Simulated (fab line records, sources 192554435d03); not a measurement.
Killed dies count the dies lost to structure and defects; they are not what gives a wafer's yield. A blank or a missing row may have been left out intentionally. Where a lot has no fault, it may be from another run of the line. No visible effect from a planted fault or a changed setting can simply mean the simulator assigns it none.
fab line records	flow n5-finfet
record lots=4	wafers=12	last-day=15
route steps=1938 shown BEOL_M3@1009 BEOL_M4@1021 PASSIVATION@1936
lots that met no fault: from a run of the same line without faults
start-h: hours from the record's opening day to when the first of the lot's shown wafers began	wait-h: hours elapsed since this lot's preceding step	" same as the row above	L1.1+2: one row covering several wafers at once	- no value, or no start given	* or withheld: withheld	< > ~ a bound
route shown NAME@n: names a module that has steps shown in the file, with the first one's number in the route	usual: the fault-free wafers' mean and standard deviation	same: alike in all rows	chamber/n: place in a boat	sites: the reading at each site	_std_site: the values' standard deviation	_edge_site: inner sites' mean taken away from outer sites' mean	radius-mm: for every site, how far away it sits from the centre of the wafer	mask NAME#n: copy n	behind: the most recent tool/chamber to have shaped the wafer	hold: cause of the lot's hold/its duration in hours/its outcome	device: the n, p or np transistor that did not switch	end of line: tests run on the same wafers once the route is complete	a step without rows: its recipe alone	killed: dies lost to structure and defects at the first sort, not the wafer's yield	map: shows each die of a wafer: x if killed, . if not, _ if none is there
set.NAME: the run value of the setting; set.NAME@STEP: its run value at that earlier step	model.NAME: the simulator's own value behind a step, which no gauge read
lots at some steps of the route; a table a step, a row a wafer
services: from which hour (start-h, from the record's first day; less than 0 if before it) a tool's chamber was out of use, for how many hours, and why
## steps
# step N5_BEOL_M3_ANNEAL_95
# recipe temp-c=400	time-s=240	ambient=vacuum
# step N5_BEOL_M3_SPUTTER_96
# recipe material=Cu	target-thk-a=45	temp-c=-20	chamber-pressure-pa=0.07	power-w=withheld	time-s=8.29
# step N5_BEOL_M3_ECD_50
# recipe material=Cu	target-thk-a=3000
# step N5_BEOL_M3_ANNEAL_51
# recipe temp-c=225	time-s=90	ambient=N2
# step N5_BEOL_M3_CMP_52
# recipe stop-on=SiOC	t-overpolish-s=6.8	down-force-psi=1	platen-rpm=50	clearing-platen-down-force-psi=1.5	clearing-platen-rpm=50	post-cmp-clean=cu-alkaline	target-thk-nm=40	clearing-platen-pad-velocity-m-s=0.99484	pad-velocity-m-s=0.99484
# step N5_BEOL_M3_PRE_CLEAN_60
# recipe gas=NH3/H2	time-s=15	temp-c=*	rf-power-w=300
# step N5_BEOL_M3_CO_CAP_55
# recipe material=Co	target-thk-a=20	temp-c=200	precursor=CCTBA/H2	pressure-torr=30	time-s=102.1
# step N5_BEOL_M3_PRE_CLEAN_56
# recipe gas=NH3	time-s=15	temp-c=withheld	rf-power-w=300
# step N5_BEOL_M3_DEP_57
# recipe material=SiCN	target-thk-a=80	temp-c=withheld	precursor=3MS/NH3	pressure-torr=3	rf-w=202	time-s=14
# step N5_BEOL_M4_ILD_DEP_00
# recipe material=SiOC	target-thk-a=790	temp-c=350	precursor=DEMS/O2	pressure-torr=5	rf-w=500	time-s=15.3
# usual heater-power-outer-w=253/41	heater-power-w=484/61	rf-fwd-power-W=493.6/2.4	showerhead-plenum-p-Torr=5.696/0.014	throttle-valve-pct=11.8/0.71
lot.wafer	tool	chamber	start-h	wait-h	heater-power-outer-w	heater-power-w	rf-fwd-power-W	showerhead-plenum-p-Torr	throttle-valve-pct	model.SiOC_of_BEOL_M4_ILD_DEP_00.thk-nm
L123.4	pecvd-01	2	163.79	0.1	214	452	489.8	5.712	11.6	80.2
L123.5	"	0	"	"	315	567	494.7	5.683	13.1	80.2
L123.6	"	1	"	"	183	367	495.2	5.670	11.8	81.2
L132.2	pecvd-01	2	227.25	0.0	241	504	-	5.709	11.7	57
L132.4	"	1	"	"	193	386	-	5.683	11.6	56.4
L132.5	"	0	"	"	278	514	-	5.688	13.0	57.8
L135.1	pecvd-01	2	233.83	0.0	243	509	-	5.701	11.8	56.2
L135.4	"	0	"	"	302	549	-	5.664	13.0	57.4
L135.5	"	2	"	"	245	504	-	5.690	11.6	57
L138.3	pecvd-04	1	248.02	0.0	223	411	490.6	5.709	11.4	77.8
L138.4	"	1	"	"	224	409	491.0	5.705	11.4	79.4
L138.5	"	2	"	"	218	438	493.5	5.691	11.2	78.2
# step N5_BEOL_M4_THK_MEAS_01
# recipe reads=SiOC_of_BEOL_M4_ILD_DEP_00
# usual M4_ILD_THK=79.0/0.89
lot.wafer	tool	chamber	start-h	wait-h	M4_ILD_THK[nm]
L123.4	film-metro-02	-	163.84	0.0	80.3
L123.5	"	-	"	"	80.2
L123.6	"	-	"	"	81.1
L132.2	film-metro-02	-	227.31	0.1	56.9
L132.4	"	-	"	"	56.5
L132.5	"	-	"	"	57.9
L135.1	film-metro-02	-	233.90	0.1	56.1
L135.4	"	-	"	"	57.3
L135.5	"	-	"	"	56.9
L138.3	film-metro-01	-	248.09	0.1	77.7
L138.4	"	-	"	"	79.4
L138.5	"	-	"	"	78.1
# step N5_BEOL_M4_PECVD_72
# recipe material=SiO2	target-thk-a=160	temp-c=400	precursor=TEOS/O2	pressure-torr=5.5	rf-w=450	teos-flow-sccm=53.8	gas=O2	flow-sccm=3000	time-s=18
# step N5_BEOL_M4_HM_DEP_02
# recipe material=TiN	target-thk-a=200	temp-c=25	chamber-pressure-pa=0.49996
# step N5_BEOL_M4_COAT_61
# recipe resist=SOC	temp-c=250	time-s=60	spin-rpm=1500	resist-thk-nm=60
# step N5_BEOL_M4_COAT_62
# recipe resist=SiARC	temp-c=220	time-s=60	spin-rpm=1500	resist-thk-nm=12
# step N5_BEOL_M4_COAT_73
# recipe resist=underlayer	temp-c=205	time-s=60	spin-rpm=1500	resist-thk-nm=5
# step N5_BEOL_M4_COAT_05
# recipe resist=CAR-EUV	spin-rpm=1500	resist-thk-nm=30
# step N5_BEOL_M4_EBR_07
# recipe solvent=PGMEA	ebr-width-mm=1.5
# step N5_BEOL_M4_SOFTBAKE_06
# recipe temp-c=110	time-s=60	resist=CAR-EUV
# step N5_BEOL_M4_EXPOSE_08
# recipe mask-id=M4	na=0.33	source-shape=dipole	sigma-inner=0.369	sigma-outer=0.767	polarization=unpolarized	dose-mj=41.25
# step N5_BEOL_M4_PEB_09
# recipe peb-temp-c=100	peb-time-s=60	resist=CAR-EUV
# step N5_BEOL_M4_DEVELOP_10
# recipe develop-time-s=30	developer=TMAH	resist=CAR-EUV	rinse-liquid=surfactant-rinse	dry=air-spin	dev-temp-c=23
# step N5_BEOL_M4_DESCUM_16
# recipe chemistry=O2	time-s=7	source-power-w=50	bias-power-w=20	pressure-mtorr=20	rf-frequency-hz=2.712e+07	temp-c=40	resist=CAR-EUV	o2-flow-sccm=225
# step N5_BEOL_M4_ETCH_74
# recipe chemistry=N2/H2	target=underlayer	target-depth-a=65	mask-material=CAR-EUV	time-s=5.2	ion-energy-ev=200	pressure-mtorr=30	source-w=840	bias-w=150	n2-flow-sccm=200	h2-flow-sccm=200	ends=cleared
# step N5_BEOL_M4_ETCH_63
# recipe chemistry=CF4	target=SiARC	target-depth-a=156	mask-material=CAR-EUV	time-s=26	ion-energy-ev=80	pressure-mtorr=40	source-w=545	bias-w=36	Ar_flow_sccm=100	cf4-flow-sccm=100	ends=cleared
# step N5_BEOL_M4_ETCH_64
# recipe chemistry=N2/H2	target=SOC	target-depth-a=750	overetch-a=225	mask-material=SiARC	temp-c=40	time-s=121.9	ion-energy-ev=200	pressure-mtorr=30	source-w=840	bias-w=150	n2-flow-sccm=200	h2-flow-sccm=200
# step N5_BEOL_M4_STRIP_65
# recipe chemistry=N2/H2	temp-c=40	n2-flow-sccm=200	h2-flow-sccm=200	rf-frequency-hz=6e+07
# step N5_BEOL_M4_STRIP_75
# recipe chemistry=N2/H2	temp-c=40	n2-flow-sccm=200	h2-flow-sccm=200	rf-frequency-hz=6e+07
# step N5_BEOL_M4_STRIP_66
# recipe chemistry=CF4	resist=SiARC	power-w=300	bias-power-w=75	pressure-mtorr=50	cf4-flow-sccm=150	rf-frequency-hz=6e+07
# step N5_BEOL_M4_HM_OPEN_17
# recipe chemistry=Cl2/BCl3	target-depth-a=200	overetch-a=60	target=TiN	mask-material=SOC	ion-energy-ev=150	pressure-mtorr=10	icp-w=1000	bias-w=126	Cl2_flow_sccm=53.25	bcl3-flow-sccm=21.75	Ar_flow_sccm=25
# step N5_BEOL_M4_STRIP_19
# recipe chemistry=O2	power-w=400	temp-c=40	pressure-mtorr=30	rf-frequency-hz=6e+07	bias-power-w=0	overash-fraction=0.2	o2-flow-sccm=225
# step N5_BEOL_M4_COAT_67
# recipe resist=SOC	temp-c=250	time-s=60	spin-rpm=1500	resist-thk-nm=60
# step N5_BEOL_M4_COAT_68
# recipe resist=SiARC	temp-c=220	time-s=60	spin-rpm=1500	resist-thk-nm=12
# step N5_BEOL_M4_COAT_76
# recipe resist=underlayer	temp-c=205	time-s=60	spin-rpm=1500	resist-thk-nm=5
# step N5_BEOL_M4_COAT_22
# recipe resist=CAR-EUV	spin-rpm=1500	resist-thk-nm=30
# step N5_BEOL_M4_CMP_52
# recipe stop-on=SiOC	t-overpolish-s=6.8	down-force-psi=1	platen-rpm=50	clearing-platen-down-force-psi=1.5	clearing-platen-rpm=50	post-cmp-clean=cu-alkaline	target-thk-nm=40	clearing-platen-pad-velocity-m-s=0.99484	pad-velocity-m-s=0.99484
# usual motor-current-A=5.9/0.6	slurry-filter-dp-kPa=13.48/0.15
lot.wafer	tool	chamber	start-h	wait-h	motor-current-A	slurry-filter-dp-kPa	model.SiOC_of_BEOL_M4_ILD_DEP_00.thk-nm
L123.4	cmp-02	1	170.67	0.2	5.6	13.60	77.2
L123.6	"	2	"	"	5.5	13.44	78.2
L123.5	"	3	"	"	5.9	13.63	77.2
L132.2	cmp-04	3	237.16	0.2	5.3	13.26	54
L132.4	"	1	"	"	6.1	13.29	53.4
L132.5	"	0	"	"	5.9	13.16	54.8
L135.4	cmp-04	3	245.86	0.2	5.2	13.00	54.4
L135.1	"	1	"	"	6.2	13.30	53.2
L135.5	"	2	"	"	5.8	13.41	54
L138.4	cmp-04	2	261.60	0.2	5.8	13.44	76.4
L138.3	"	0	"	"	6.0	13.45	74.8
L138.5	"	2	"	"	5.8	13.59	75.2
# step N5_BEOL_M4_RC_MEAS_101
# usual DIBL_N=36.5/1.4	DIBL_P=36.5/1.6	IOFF_N=0.163/0.022	IOFF_P=0.219/0.029	ION_N=675/8.3	ION_P=464/6.2	SS_N=71.5/0.52	SS_P=73.4/0.57	VT_N=249.7/2.6	VT_P=-250/3
lot.wafer	tool	chamber	start-h	wait-h	DIBL_N[mV/V]	DIBL_P[mV/V]	IOFF_N[nA/um]	IOFF_P[nA/um]	ION_N[uA/um]	ION_P[uA/um]	SS_N[mV/dec]	SS_P[mV/dec]	VT_N[mV]	VT_P[mV]
L123.4	prober-01	0	171.63	0.5	36.0	34.1	0.126	0.197	664	463	71.4	72.9	258.0	-250
L123.5	"	0	"	"	37.7	36.0	0.153	0.229	663	462	71.5	73.4	254.3	-247
L123.6	"	0	"	"	36.5	33.8	0.126	0.191	667	460	71.8	73.0	257.9	-251
L132.2	prober-02	0	237.93	0.2	36.8	37.2	0.157	0.218	668	462	71.3	73.0	250.6	-249
L132.4	"	0	"	"	37.5	37.8	0.161	0.217	678	458	72.0	73.4	250.7	-250
L132.5	"	0	"	"	36.2	37.3	0.150	0.210	670	462	71.8	73.3	249.1	-252
L135.1	prober-01	0	246.45	0.0	36.2	37.9	0.182	0.281	683	477	72.1	73.4	245.3	-242
L135.4	"	0	"	"	36.1	38.0	0.189	0.304	691	483	71.5	73.7	244.6	-241
L135.5	"	0	"	"	35.5	37.1	0.170	0.271	680	476	71.5	74.0	247.4	-244
L138.3	prober-02	0	262.51	0.3	34.0	33.1	0.118	0.169	672	453	70.2	72.9	254.2	-253
L138.4	"	0	"	"	36.5	36.7	0.155	0.213	663	457	71.2	73.5	251.6	-249
L138.5	"	0	"	"	36.1	36.0	0.153	0.202	675	460	71.3	73.2	248.6	-248
# step N5_PASSIVATION_PROBE_49
# usual defect-limited-yield=91.2/1.6	killed_at_M0_to_M3=33/11	killed_at_M4_up=15/6.2	killed-at-contacts=15/7.1	killed-at-front-end=38/12	killed-at-other=4/3.5	killed-dies=104/19	killed-on-rim=14/4	killed-open=69/14	killed-short=34/8.5	sort_bin_5_function=5.2/0.99	sort_bin_6_memory=3.3/0.77	sort-n-pass=1076/19	sort-yield-pct=91.2/1.6
# same gross-dies=1180	killed-at-back-side=0	sort_bin_4_leakage[%]=0	sort_bin_8_speed[%]=0
lot.wafer	tool	chamber	start-h	wait-h	defect-limited-yield[%]	killed_at_M0_to_M3	killed_at_M4_up	killed-at-contacts	killed-at-front-end	killed-at-other	killed-dies	killed-on-rim	killed-open	killed-short	sort_bin_5_function[%]	sort_bin_6_memory[%]	sort-n-pass	sort-yield-pct[%]
L132.2	prober-02	-	343.06	0.1	78.6	50	154	7	41	0	252	89	86	24	5.7	3.4	928	78.6
L132.4	prober-02	-	343.16	0.2	79.6	26	170	11	34	0	241	78	62	31	4.9	2.7	939	79.6
L132.5	prober-02	-	343.21	0.2	77.2	33	180	14	37	5	269	94	69	27	5.2	2.9	911	77.2
L135.1	prober-01	-	347.68	0.0	80.0	25	152	12	45	2	236	82	58	33	4.3	3.3	944	80.0
L135.4	prober-01	-	347.83	0.2	80.2	25	165	16	27	1	234	88	62	19	4.4	2.5	946	80.2
L135.5	prober-01	-	347.88	0.2	79.9	26	133	11	65	2	237	75	72	42	5.9	3.1	943	79.9
L138.3	prober-02	-	370.39	0.8	90.0	48	21	8	41	0	118	18	74	43	5.6	4.0	1062	90.0
L138.4	prober-02	-	370.44	0.9	92.6	26	17	10	34	0	87	13	58	28	4.2	2.8	1093	92.6
L138.5	prober-02	-	370.49	0.9	93.2	17	13	12	37	1	80	19	60	18	4.7	2.0	1100	93.2
# killed by level:class
L132.2 BEOL_M4:area-dep=141 BEOL_M3:geometric-particle:open=14 BEOL_M1:geometric-particle:open=12 GATE_CUT:geometric-particle:open=10 STI_FIN_REVEAL:geometric-particle:open=7 GATE_CUT:geometric-particle:short=7 BEOL_M0_SAQP:geometric-particle:open=7 BEOL_M0:geometric-particle:open=7
L132.4 BEOL_M4:area-dep=147 MOL_CONTACT_COAG:geometric-particle:open=8 BEOL_M2:geometric-particle:open=8 BEOL_M4:geometric-particle:open=7 DUMMY_GATE:geometric-particle:open=6 GATE_CUT:geometric-particle:short=6 BEOL_M1:geometric-particle:open=5 BEOL_M3:geometric-particle:open=5
L132.5 BEOL_M4:area-dep=172 MOL_CONTACT_COAG:geometric-particle:open=13 STI_FIN_REVEAL:geometric-particle:open=8 GATE_CUT:geometric-particle:open=6 STI_FIN_REVEAL:geometric-particle:short=5 BEOL_M1:geometric-particle:open=5 BEOL_M2:geometric-particle:open=5 STARTING-WAFER:geometric-particle:open=5
L135.1 BEOL_M4:area-dep=140 MOL_CONTACT_COAG:geometric-particle:open=10 STI_FIN_REVEAL:geometric-particle:open=9 GATE_CUT:geometric-particle:short=6 BEOL_M4:geometric-particle:open=6 FIN_SAQP:geometric-particle:open=5 ILD0:geometric-particle:short=5 DUMMY_GATE:geometric-particle:open=5
L135.4 BEOL_M4:area-dep=152 MOL_CONTACT_COAG:geometric-particle:open=14 STI_FIN_REVEAL:geometric-particle:open=13 BEOL_M1:geometric-particle:open=7 BEOL_M4:geometric-particle:open=6 BEOL_M0_SAQP:geometric-particle:open=4 BEOL_M0_SAQP:geometric-particle:short=4 BEOL_M2:geometric-particle:open=4
L135.5 BEOL_M4:area-dep=118 FIN_SAQP:geometric-particle:short=15 STI_FIN_REVEAL:geometric-particle:open=13 MOL_CONTACT_COAG:geometric-particle:open=10 FIN_SAQP:geometric-particle:open=8 BEOL_M4:geometric-particle:open=8 BEOL_M2:geometric-particle:open=7 BEOL_M1:geometric-particle:open=6
L138.3 BEOL_M4:geometric-particle:open=12 BEOL_M2:geometric-particle:short=10 BEOL_M0:geometric-particle:open=9 BEOL_M0_SAQP:geometric-particle:short=9 DUMMY_GATE:geometric-particle:open=8 BEOL_M2:geometric-particle:open=8 MOL_CONTACT_COAG:geometric-particle:open=7 BEOL_M0_SAQP:geometric-particle:open=7
L138.4 FIN_SAQP:geometric-particle:open=12 BEOL_M4:geometric-particle:open=10 MOL_CONTACT_COAG:geometric-particle:open=8 BEOL_M2:geometric-particle:open=7 BEOL_M2:geometric-particle:short=7 STI_FIN_REVEAL:geometric-particle:open=5 FIN_SAQP:geometric-particle:short=4 BEOL_M0_SAQP:geometric-particle:short=4
L138.5 MOL_CONTACT_COAG:geometric-particle:open=12 FIN_SAQP:geometric-particle:open=10 DUMMY_GATE:geometric-particle:open=8 BEOL_M1:geometric-particle:open=6 BEOL_M4:geometric-particle:open=5 GATE_CUT:geometric-particle:short=4 FIN_SAQP:geometric-particle:short=3 BEOL_M0_SAQP:geometric-particle:open=3
# map L132.5 (x killed, . not)
_________________.x.xx.xxxxxx________________
______________xx.x.xx..x.xx.x.xx_____________
___________x..xxx.xx.x...x....xxxxx__________
__________x...x..x............xxx..._________
________.x.xx.x.x.........xx.......xx._______
_______xxx....x...x..x.x....x.......xxx______
______x...x.x.......x..........x.....xxx_____
_____.xxx..........x....x........x..x.x.x____
____....x..x............x.............x..x___
___xxx....................................x__
___......x..x.....x...........x.........xxx__
__x..x.x................x...............x.xx_
__xxx....x..x................x.............._
_x.x.xx................x.x...............x.x.
_..x.x...x..................x.....x.....x.xxx
_.x..........................................
_x..xx...x.........x...........x....x.....x.x
_....xx.....x.....x...........x......x....x..
_x.x.x......x...............x..x..x......xxxx
_.xx..x........x.......xx.............x..x..x
_xx.x..........x......................x...x.x
__.xx............x.......................xx._
__xx...x...............................xx.xx_
___.x..............x............x..x.x.x.xx__
___x...............x...xxx.....x.x.......xx__
____xxxx..x.x.x.................x....x...x___
_____.x.......x..x...............x..x....____
______xxx...........xx..............x.xx_____
_______.x.x..x.x.......x....xx.....xx..______
________x.....x....x..x...........x.xx_______
__________x.x.x...x.....x....x.x...x_________
___________xx..x.x.x....x..x..xxx.x__________
______________x..x..xx...x..x.xx_____________
_________________xxxxxxx...x.________________
# map L135.5 (x killed, . not)
_________________.x.xxxxxxxx.________________
______________.x....x..x...x...._____________
___________x........x..x..x...xx.xx__________
__________...x.x.x....x..........x.x_________
________x..x..x....x.x.x......x..x..x._______
_______..x.........xx..........xx..x.x.______
______..x.....xx..x................x...x_____
_____........x.....x.............xx......____
____x....x..............................xx___
___xxxx........x..........x....x........xxx__
___.x.xx..x......x............x............__
__.xxx.x........x...xx.xx.x...x..........x.._
__xxx.........x......x..xx.......x.......x.._
_xx.x......................................xx
_x....................x.................x...x
_.x.x...........................x.x.x...x.x.x
_xx..x.....x.........x............x.........x
_.x....x........x...........................x
_xx.......................x....xx............
_..x.xx..x...........................x....xx.
_xx..............................x........xxx
__..x...........x.........x..x......x...xxxx_
__xxx...x....x.....xx.....................x._
___.xx.xx....x....x.....................x.x__
___....x...x...........x...x....x...x...x.x__
____x..x..x.......x............xx.......xx___
_____x..................x..x...x.x..x.xxx____
______xx....x......x.......x.....x.x...._____
_______....x....x............x...xx.x..______
________x......x.....xx.x...........xx_______
__________xx......x...x...x....x...x_________
___________..xxx.x.......xx.x.....x__________
______________x.....xx.....x...x_____________
_________________x...x.xxxx.x________________
## services
tool	chamber	start-h	hours	kind
pecvd-01	2	153.56	4.9	repair
pecvd-01	1	155.27	2.1	scheduled-down
cmp-02	-	183.81	2.2	repair
cmp-04	-	232.63	0.3	repair
pecvd-01	2	244.65	5.5	scheduled-down
cmp-04	-	246.71	8.5	pm
pecvd-01	-	256.49	0.9	repair
cmp-02	-	260.23	0.3	repair
## key
first-sign step=N5_BEOL_M4_THK_MEAS_01	reading=M4_ILD_THK	direction=down	sigmas=25	usual=79.0	struck=56.9
effect step=N5_PASSIVATION_PROBE_49	reading=killed_at_M4_up	direction=up	sigmas=23	usual=15	struck=159
model-effect step=N5_BEOL_M4_ILD_DEP_00	value=SiOC_of_BEOL_M4_ILD_DEP_00.thk-nm	without=79	struck=56.97
model-effect step=N5_BEOL_M4_CMP_52	value=SiOC_of_BEOL_M4_ILD_DEP_00.thk-nm	without=76	struck=53.97
more-kills-born-at N5_BEOL_M4_ILD_DEP_00@pecvd-01=870
met-at N5_BEOL_M4_ILD_DEP_00
struck-wafers L132.2,L132.4,L132.5,L135.1,L135.4,L135.5
onset-between 163.79 227.25
fault kind=process-parameter-drift	tool=pecvd-01	chamber=-	onset-h=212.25	steps=N5_BEOL_M4_ILD_DEP_00	channel=time-s	offset=*	shape=step	end-h=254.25	acts-in=*	stated=*
